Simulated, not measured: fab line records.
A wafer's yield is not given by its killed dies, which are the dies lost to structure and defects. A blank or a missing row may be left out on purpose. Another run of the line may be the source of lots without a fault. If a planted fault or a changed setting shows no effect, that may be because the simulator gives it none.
Problem report, 8D (eight disciplines) form, completed by code -- flow n5Finfet -- the parts of the form that need people (team, actions taken, sign-off) are left out

1. THE ISSUE
At N5_MOL_CONTACT_COAG_COAT_34, spinSpeedRpm averages 1429.6 rpm over 6 wafers from 2 lots, while fault-free wafers read 1500.2 rpm, standard deviation 0.76. Measured from the usual mean, that is -93 standard deviations.
The step: resist thk 40 nm.
Seen first at day 9 05:03 on lithoTrack-02, wafer L238.2. The record holds 12 wafers of 4 lots with a number at this step. Rule for "out" (also "out of limits"): further than 4 standard deviations from the usual mean. The rest of the wafers with a number are treated as sound.

2. WHAT IT IS, AND WHAT IT ISN'T
question,is,is not
which readings at this step,spinSpeedRpm,-
which lots,"L238, L239","L231, L241"
which wafers of those lots,all that have a number,-
read on which tools,lithoTrack-02,lithoTrack-01
when,from day 9 05:03,up to then (3 sound wafers); but 3 sound wafers of L241 came after

3. WHAT RULES OUT EACH SUSPECT
Counting: a tool at a process step up to the reading stays a suspect if it ran every lot that is out and no sound lot after the first of them.
- lithoTrack-02 at N5_MOL_CONTACT_COAG_COAT_34 (resist thk 40 nm): kept. It processed each lot that is out, first L238 at day 9 05:03, and no sound lot thereafter; up to then, the last sound lot it processed was L231 at day 7 02:01. Its own readings are out on those wafers: spinSpeedRpm.
The count leaves lithoTrack-02 at N5_MOL_CONTACT_COAG_COAT_34.

4. THE CAUSE (what the simulator had put in)
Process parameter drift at N5_MOL_CONTACT_COAG_COAT_34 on lithoTrack-02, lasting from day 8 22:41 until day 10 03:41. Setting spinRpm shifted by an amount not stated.
After counting, this tool was the only one left.

5. SEQUENCE OF EFFECTS, ordered by route
Rows list readings where the struck wafers' mean (over those with a number) sits beyond 3 standard deviations from the usual. Scope: only readings with a usual standard deviation given in the record; hours: median across lots of the time from each lot's start at the first step in this table that gives one to its start at this step; sigmas: change in usual standard deviations.
hours,step,reading,usual,on struck wafers,change,sigmas
0,N5_MOL_CONTACT_COAG_COAT_34,spinSpeedRpm,1500.2 rpm,1429.6,-70.6,-93
It contains these process steps:
- N5_MOL_CONTACT_COAG_COAT_34: resist thk 40 nm.
Later measuring or inspecting steps at which every struck wafer that the step has a row for has a number for every such reading, and none has moved that far: N5_BEOL_M4_RC_MEAS_101.

6. WHAT WOULD HAVE CAUGHT IT SOONER
In this record the first reading out of limits was taken at day 9 05:03, 6 hours after the fault began at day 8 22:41.
